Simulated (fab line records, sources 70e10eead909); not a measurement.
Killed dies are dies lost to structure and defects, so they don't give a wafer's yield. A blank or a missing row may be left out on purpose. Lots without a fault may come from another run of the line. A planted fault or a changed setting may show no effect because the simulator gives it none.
fab line records | flow nand_harc
record lots=5 wafers=15 last_day=25
route steps=1159 shown P_GATE@126 END@1159
lots that met no fault: from a run of the same line without faults
start_h: hours from the record's first day to the start of the lot's first wafer shown | wait_h: hours since the lot's step before | " the same as in the row above | L1.1+2: a row that stands for several wafers | - no value, or no start given | * or withheld: withheld | < > ~ a bound
route shown NAME@n: a module of which the file shows steps, and the number in the route of the first | usual: mean/standard deviation of fault-free wafers | same: alike in all rows | chamber/n: place in a boat | sites: the reading at each site | _std_site: their standard deviation | _edge_site: outer sites' mean less inner sites' | radius_mm: how far each site lies from the wafer's centre | mask NAME#n: copy n | behind: the tool/chamber that last shaped the wafer | hold: why the lot was held/for how many hours/how that ended | device: the transistor (n, p or np) that didn't switch | end of line: the same wafers' tests at the end of the route | a step without rows: its recipe alone | killed: dies lost to structure and defects at the first sort, not the wafer's yield | map: a wafer's dies, x killed, . not, _ none there
set.NAME: the setting as run; set.NAME@STEP: as run at that earlier step | model.NAME: the simulator's own value behind a step, which no gauge read
lots at some steps of the route; a table a step, a row a wafer
services: from which hour (start_h, from the record's first day; less than 0 if before it) a tool's chamber was out of use, for how many hours, and why
## steps
# step NHARC_P_GATE_STRIP_15
# recipe time_s=780 temp_c=130 chemistry=SPM
# step NHARC_P_GATE_PRECLEAN_71
# recipe time_s=* temp_c=50 bath_age_min=0 chemistry=SC1
# step NHARC_P_GATE_SRD_72
# step NHARC_P_GATE_OXIDE_16
# recipe target_thk_a=30 temp_c=875 ox_time_s=392 material=SiO2
# step NHARC_P_GATE_CVD_17
# recipe target_thk_a=1500 temp_c=620 time_s=900 material=poly-Si
# step NHARC_P_GATE_HM_DEP_102
# recipe target_thk_a=1200 temp_c=400 material=aC
# usual throttle_valve_pct=35.000/0.0086
# columns lot.wafer tool chamber start_h wait_h throttle_valve_pct
L368.2 acl_dep-03 0 105.27 1.1 34.981
L368.4 " 0 " " 35.005
L368.5 " 0 " " 35.012
L374.2 acl_dep-01 0 137.73 0.5 34.998
L374.3 " 0 " " 35.010
L374.6 " 0 " " 35.006
L377.1 acl_dep-03 0 165.23 2.2 35.003
L377.4 " 0 " " 35.002
L377.5 " 0 " " 35.017
L388.3 acl_dep-01 0 228.20 1.9 35.001
L388.5 " 0 " " 34.982
L388.6 " 0 " " 34.996
L389.2 acl_dep-02 0 228.44 2.2 35.013
L389.4 " 0 " " 34.996
L389.5 " 0 " " 34.994
# step NHARC_P_GATE_DEP_103
# recipe target_thk_a=300 target_thk_nm=30 temp_c=400 flow_sccm=200 rf_w=350 material=SiON
# usual heater_power_outer_w=433/48 heater_power_w=756/82
# columns lot.wafer tool chamber start_h wait_h heater_power_outer_w heater_power_w
L368.2 pecvd-04 0 105.89 0.5 372 648
L368.4 " 1 " " 415 768
L368.5 " 0 " " 377 669
L374.2 pecvd-03 2 138.30 0.5 437 755
L374.3 " 0 " " 403 747
L374.6 " 2 " " 436 783
L377.1 pecvd-01 1 165.93 0.6 395 724
L377.4 " 0 " " 456 751
L377.5 " 1 " " 387 735
L388.3 pecvd-01 1 228.68 0.4 448 794
L388.6 " 1 " " 436 790
L388.5 " 2 " " 496 763
L389.2 pecvd-03 2 229.05 0.5 408 736
L389.4 " 2 " " 397 716
L389.5 " 0 " " 426 778
# step NHARC_P_GATE_DEHYDRATE_18
# recipe temp_c=150 time_s=120
# step NHARC_P_GATE_HMDS_19
# recipe time_s=30
# step NHARC_P_GATE_COAT_20
# recipe spin_rpm=1500 resist_thk_nm=90
# step NHARC_P_GATE_SOFTBAKE_21
# recipe temp_c=105 time_s=55
# step NHARC_P_GATE_EBR_22
# step NHARC_P_GATE_EXPOSE_23
# recipe na=1.35 target_cd_nm=120 dose_mj=93.91 mask_id=P_GATE
# columns lot.wafer tool chamber start_h wait_h mask
L368.2+4+5 arfi_scanner-02 0 106.38 - P_GATE#0
L374.2+3+6 arfi_scanner-01 0 138.84 - P_GATE#0
L377.1+4+5 arfi_scanner-01 0 166.44 - P_GATE_R1#0
L388.3+5+6 arfi_scanner-02 0 229.11 - P_GATE#0
L389.2+4+5 arfi_scanner-01 0 229.57 - P_GATE#0
# step NHARC_P_GATE_PEB_24
# recipe peb_temp_c=100 peb_time_s=65
# step NHARC_P_GATE_DEVELOP_25
# recipe develop_time_s=35 dev_temp_c=23
# step NHARC_P_GATE_CD_MEAS_26
# recipe target_cd_nm=120 landing_energy_ev=500
# usual cd_nm=119.7/0.96
# columns lot.wafer tool chamber start_h wait_h cd_nm
L368.2 cd_sem-03 0 106.52 - 119.0
L368.4 " 0 " " 120.2
L368.5 " 0 " " 118.5
L374.2 cd_sem-01 0 138.98 - 120.7
L374.3 " 0 " " 121.4
L374.6 " 0 " " 120.5
L377.1 cd_sem-03 0 166.58 - 110.9
L377.4 " 0 " " 111.1
L377.5 " 0 " " 109.7
L388.3 cd_sem-02 0 229.25 - 118.8
L388.5 " 0 " " 119.4
L388.6 " 0 " " 120.2
L389.2 cd_sem-01 0 229.71 - 120.5
L389.4 " 0 " " 120.0
L389.5 " 0 " " 120.7
# step NHARC_P_GATE_OVL_MEAS_27
# usual overlay_x_nm=0.1/0.78 overlay_y_nm=0.3/0.91
# columns lot.wafer tool chamber start_h wait_h overlay_x_nm overlay_y_nm
L368.2 overlay-02 - 106.61 - 1.4 0.8
L368.4 " - " " 0.5 1.2
L368.5 " - " " 1.6 0.5
L374.2 overlay-02 - 139.07 - -0.2 1.0
L374.3 " - " " 0.2 0.9
L374.6 " - " " 0.5 1.2
L377.1 overlay-02 - 166.67 - 1.8 -1.0
L377.4 " - " " 2.0 -0.2
L377.5 " - " " 1.3 -0.6
L388.3 overlay-01 - 229.33 - -0.5 -0.3
L388.5 " - " " -0.6 -0.3
L388.6 " - " " -0.3 -0.7
L389.2 overlay-01 - 229.80 - -1.9 0.0
L389.4 " - " " -1.3 0.2
L389.5 " - " " -1.1 0.0
# step NHARC_P_GATE_INSPECT_28
# usual raw_defect_count=7/3.2
# columns lot.wafer tool chamber start_h wait_h raw_defect_count
L368.2 defect_inspect-02 - 106.64 0.0 10
L368.4 " - " " 4
L368.5 " - " " 7
L374.2 defect_inspect-02 - 139.10 0.0 11
L374.3 " - " " 11
L374.6 " - " " 9
L377.1 defect_inspect-02 - 166.70 0.0 5
L377.4 " - " " 2
L377.5 " - " " 6
L388.3 defect_inspect-02 - 229.37 0.0 4
L388.5 " - " " 8
L388.6 " - " " 15
L389.2 defect_inspect-01 - 229.83 0.0 5
L389.4 " - " " 8
L389.5 " - " " 7
# step NHARC_P_GATE_DESCUM_31
# recipe time_s=3 o2_flow_sccm=200 ar_flow_sccm=0 bias_power_w=0 chemistry=O2
# usual drypump_motor_current_A=5.9/0.57 oes_product_au=1.001/0.014 rf_vpp_V=57.9/0.98 showerhead_plenum_p_Torr=1.91/0.093 throttle_valve_pct=11.310/0.0086
# columns lot.wafer tool chamber start_h wait_h drypump_motor_current_A oes_product_au rf_hours_counter_h rf_vpp_V showerhead_plenum_p_Torr throttle_valve_pct model.P_GATE.cd_nm
L368.4 rie_diel-12 0 106.70 0.1 5.1 1.015 32 58.7 1.77 11.305 120.1
L368.2 " 3 " " 6.0 1.015 30 57.1 1.81 11.323 119.3
L368.5 " 1 " " 6.1 1.004 - 59.0 1.87 11.309 118.3
L374.2 rie_diel-11 3 139.16 0.1 6.3 1.013 23 58.7 1.88 11.319 121.1
L374.3 " 2 " " 4.8 0.985 21 58.1 1.86 11.312 121.1
L374.6 " 0 " " 5.9 1.003 - 58.7 2.04 11.297 120.2
L377.1 rie_diel-11 0 166.77 0.1 5.9 0.992 26 58.6 2.04 11.318 110.2
L377.4 " 1 " " 6.6 0.987 25 59.1 1.94 11.298 111.8
L377.5 " 1 " " 6.6 0.987 - 56.5 1.94 11.305 110.4
L388.3 rie_diel-12 2 229.44 0.1 6.2 1.015 10 57.7 1.80 11.304 118.5
L388.5 " 1 " " 6.0 1.024 - 57.5 1.85 11.302 119.2
L388.6 " 2 " " 6.2 0.999 - 57.6 1.80 11.320 119.3
L389.4 rie_diel-11 2 229.95 0.1 4.8 1.004 6 57.0 1.86 11.310 121.3
L389.2 " 3 " " 6.3 1.005 5 58.0 1.87 11.316 120.5
L389.5 " 1 " " 6.6 0.982 - 58.9 1.93 11.298 120.4
# step NHARC_P_GATE_ETCH_104
# recipe target_depth_a=600 time_s=withheld cf4_flow_sccm=100 chf3_flow_sccm=30 ar_flow_sccm=0 rf_w=500 bias_w=200 chemistry=CF4/CHF3
# usual drypump_motor_current_A=5.9/0.58 oes_product_au=0.945/0.023 rf_vpp_V=370.3/2.7 showerhead_plenum_p_Torr=1.57/0.072 throttle_valve_pct=16.802/0.0098
# columns lot.wafer tool chamber start_h wait_h drypump_motor_current_A oes_product_au rf_vpp_V showerhead_plenum_p_Torr throttle_valve_pct
L368.4 rie_diel-12 1 106.79 0.1 6.0 0.958 369.4 1.54 16.794
L368.2 " 2 " " 6.2 0.977 368.1 1.49 16.811
L368.5 " 1 " " 6.0 0.968 368.1 1.54 16.803
L374.3 rie_diel-11 0 139.25 0.1 5.9 0.933 373.6 1.67 16.784
L374.2 " 2 " " 4.8 0.964 368.7 1.54 16.802
L374.6 " 1 " " 6.6 0.922 372.0 1.59 16.805
L377.1 rie_diel-11 3 166.85 0.1 6.3 0.934 368.9 1.55 16.779
L377.4 " 1 " " 6.6 0.917 370.1 1.59 16.792
L377.5 " 3 " " 6.3 0.934 370.3 1.55 16.811
L388.3 rie_diel-12 2 229.72 0.3 6.2 0.950 366.7 1.48 16.806
L388.6 " 2 " " 6.2 0.941 367.7 1.48 16.824
L388.5 " 3 " " 6.0 0.948 366.1 1.48 16.810
L389.2 rie_diel-11 0 230.02 0.1 5.9 0.928 374.2 1.67 16.795
L389.4 " 2 " " 4.8 0.936 368.6 1.53 16.801
L389.5 " 0 " " 5.9 0.929 372.8 1.67 16.782
# step NHARC_P_GATE_HM_OPEN_105
# recipe target_depth_a=3600 o2_flow_sccm=400 cos_flow_sccm=20 ar_flow_sccm=0 rf_w=500 bias_w=300 chemistry=O2/COS
# step NHARC_P_GATE_STRIP_106
# recipe o2_flow_sccm=400 cos_flow_sccm=20 ar_flow_sccm=0 bias_w=0 chemistry=O2/COS
# step NHARC_P_GATE_ETCH_114
# recipe target_depth_a=300 overetch_a=30 time_s=16.5 ion_energy_ev=100 cf4_flow_sccm=80 o2_flow_sccm=20 ar_flow_sccm=0 rf_w=300 bias_w=100 chemistry=CF4/O2
# usual drypump_motor_current_A=5.9/0.59 oes_product_au=0.999/0.014 rf_vpp_V=197.7/1.6 showerhead_plenum_p_Torr=1.33/0.061 throttle_valve_pct=13.397/0.0095
# columns lot.wafer tool chamber start_h wait_h drypump_motor_current_A oes_product_au rf_hours_counter_h rf_vpp_V showerhead_plenum_p_Torr throttle_valve_pct
L368.2 rie_diel-12 2 - - 6.2 0.984 27 196.3 1.26 13.395
L368.4 " 1 " " 6.0 0.987 28 196.7 1.30 13.411
L368.5 " 3 " " 6.0 1.004 - 197.1 1.26 13.391
L374.2 rie_diel-11 0 - - 5.9 1.003 23 198.5 1.42 13.390
L374.3 " 3 " " 6.3 1.012 23 197.8 1.31 13.416
L374.6 " 0 " " 5.9 1.007 - 200.9 1.42 13.403
L377.1 rie_diel-11 1 - - 6.6 0.990 25 196.8 1.35 13.392
L377.4 " 0 " " 5.9 0.995 26 199.1 1.42 13.396
L377.5 " 1 " " 6.6 0.989 - 197.2 1.35 13.385
L389.2 rie_diel-11 2 - - 4.8 1.004 6 195.8 1.30 13.401
L389.4 " 3 " " 6.3 1.003 5 199.2 1.31 13.387
L389.5 " 0 " " 5.9 1.000 - 200.7 1.42 13.373
L388.3 rie_diel-12 1 - - 6.0 1.013 6 196.4 1.29 13.392
L388.5 " 1 " " 6.0 1.006 - 196.1 1.29 13.406
L388.6 " 2 " " 6.2 1.004 - 197.2 1.25 13.398
# step NHARC_P_GATE_ETCH_32
# recipe target_depth_a=1500 over_etch_frac=1 over_etch_ion_energy_ev=40 time_s=100.1 hbr_flow_sccm=150 cl2_flow_sccm=50 rf_w=400 icp_w=400 bias_w=100 chemistry=HBr/Cl2
# usual drypump_motor_current_A=5.6/0.44 hbr_flow_sccm=150.0/0.4 oes_product_au=1.002/0.013 throttle_valve_pct=26.405/0.0084
# same over_etch_frac=1
# columns lot.wafer tool chamber start_h wait_h drypump_motor_current_A hbr_flow_sccm oes_product_au rf_hours_counter_h throttle_valve_pct model.P_GATE.cd_nm
L368.2 rie_si-02 0 107.18 - 5.0 150.1 1.026 0.8 26.404 114.4
L368.4 " 3 " " 5.7 150.8 1.014 0.7 26.411 116
L368.5 " 0 " " 5.0 150.0 1.018 - 26.394 119.9
L374.2 rie_si-04 3 139.71 - 6.1 149.8 0.993 0.2 26.416 120.1
L374.3 " 0 " " 5.0 150.3 0.986 0.2 26.410 122.4
L374.6 " 2 " " 6.3 149.9 1.002 - 26.403 119.5
L377.4 rie_si-02 2 167.30 - 5.6 150.3 1.022 1.1 26.408 110.1
L377.1 " 3 " " 5.7 149.8 1.004 1.3 26.415 109.1
L377.5 " 2 " " 5.6 150.2 1.017 - 26.400 106.9
L389.4 rie_si-04 3 230.41 - 6.0 149.9 1.012 1.2 26.399 124
L389.2 " 0 " " 5.0 150.1 0.994 1.1 26.395 118.9
L389.5 " 3 " " 6.1 149.8 1.009 - 26.403 123.1
L388.3 rie_si-02 2 230.49 - 5.7 150.1 1.015 0.1 26.390 121.3
L388.6 " 0 " " 5.0 149.9 0.990 - 26.412 125.4
L388.5 " 3 " " 5.7 149.7 1.022 - 26.395 116.6
# step NHARC_P_GATE_STRIP_108
# recipe o2_flow_sccm=500 ar_flow_sccm=0 bias_w=0 chemistry=O2
# usual drypump_motor_current_A=5.9/0.59 oes_product_au=1.001/0.014 rf_vpp_V=57.7/1 showerhead_plenum_p_Torr=3.49/0.16 throttle_valve_pct=17.038/0.01
# columns lot.wafer tool chamber start_h wait_h drypump_motor_current_A oes_product_au rf_hours_counter_h rf_vpp_V showerhead_plenum_p_Torr throttle_valve_pct
L368.4 rie_diel-12 2 107.34 - 6.2 0.995 27 57.5 3.35 17.042
L368.2 " 1 " " 6.1 0.992 28 57.3 3.45 17.042
L368.5 " 3 " " 6.0 1.002 - 58.3 3.35 17.030
L374.2 rie_diel-11 1 139.88 - 6.6 0.987 22 57.2 3.57 17.021
L374.3 " 2 " " 4.8 0.987 21 56.8 3.44 17.042
L374.6 " 0 " " 5.9 0.994 - 57.2 3.74 17.032
L377.4 rie_diel-11 0 167.44 - 5.9 0.989 26 60.4 3.74 17.048
L377.1 " 2 " " 4.8 0.971 25 55.7 3.44 17.037
L377.5 " 0 " " 5.9 0.991 - 57.8 3.74 17.017
L389.2 rie_diel-11 1 230.56 - 6.6 0.985 5 58.6 3.56 17.036
L389.4 " 3 " " 6.3 0.995 5 57.6 3.46 17.031
L389.5 " 1 " " 6.6 0.983 - 58.1 3.56 17.048
L388.3 rie_diel-11 3 230.74 - 6.3 0.997 5 57.3 3.46 17.030
L388.6 " 1 " " 6.6 0.988 - 57.9 3.56 17.044
L388.5 " 2 " " 4.8 1.006 - 57.4 3.44 17.039
# step NHARC_END_SORT_01
# recipe temp_c=25
# usual killed_at_array=26/9.7 killed_at_other=1.0/1.2 killed_at_periphery=3.9/2.6 killed_dies=31/9.7 killed_open=3.2/1.8 killed_short=2.0/1.3
# same gross_dies=677
# columns lot.wafer tool chamber start_h wait_h killed_at_array killed_at_other killed_at_periphery killed_dies killed_open killed_short
L377.1 prober-02 0 507.63 2.5 17 1 4 22 4 5
# killed by level:class
L377.1 A_CHANNEL_HOLE_D1:chamber_film_flake=4 A_CONTACT:chamber_film_flake=3 A_CONTACT:geometric_particle:open=2 A_CHANNEL_FILL_D1:chamber_film_flake=2 P_STI:geometric_particle:short=1 P_M1:geometric_particle:open=1 A_ONON_D1:geometric_particle:short=1 A_CHANNEL_HOLE_D1:geometric_particle:short=1
## services
# columns tool chamber start_h hours kind
rie_si-02 2 86.97 15.3 repair
arfi_scanner-02 - 88.85 4.0 pm
rie_si-04 - 99.00 9.0 pm
rie_diel-11 1 104.14 4.3 repair
acl_dep-01 - 111.00 13.0 pm
pecvd-03 - 111.23 13.0 pm
arfi_scanner-02 - 114.67 0.2 repair
arfi_scanner-02 - 116.63 7.2 repair
rie_diel-11 2 116.83 9.9 repair
pecvd-01 2 136.79 23.4 repair
pecvd-03 1 140.82 4.3 repair
rie_si-02 1 155.93 3.2 repair
rie_diel-11 - 156.69 1.7 repair
arfi_scanner-01 - 181.76 1.3 repair
arfi_scanner-01 - 189.46 0.4 repair
rie_diel-11 - 189.64 9.0 pm
arfi_scanner-01 - 196.00 4.0 pm
rie_si-02 3 198.80 3.9 repair
rie_diel-12 - 202.46 9.0 pm
rie_si-02 - 211.03 9.0 pm
arfi_scanner-01 - 215.24 0.8 repair
rie_diel-12 1 217.61 2.5 repair
arfi_scanner-01 - 222.12 0.4 repair
rie_si-02 1 227.85 14.3 repair
## key
first_sign step=NHARC_P_GATE_EXPOSE_23 reading=mask direction=changed
effect step=NHARC_P_GATE_CD_MEAS_26 reading=cd_nm direction=down sigmas=9.5 usual=119.7 struck=110.6
model_effect step=NHARC_P_GATE_DESCUM_31 value=P_GATE.cd_nm without=119.3 struck=110.8
model_effect step=NHARC_P_GATE_ETCH_32 value=P_GATE.cd_nm without=117.2 struck=108.7
met_at NHARC_P_GATE_EXPOSE_23
struck_wafers L377.1,L377.4,L377.5
tester_left_out L377
onset_between 138.84 166.44
fault kind=wrong_mask tool=any chamber=- onset_h=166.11 steps=NHARC_P_GATE_EXPOSE_23 aux_copy=P_GATE_R1#0 cd_offset_nm=-8.5009 scope=struck_lots_only
# tester_left_out: of these lots the tester's yield and bins aren't shown, on N5 and GAA mostly nor the transistor test; their killed dies are dies lost to structure and defects alone, not to doping, threshold or leakage, so they don't give the yield
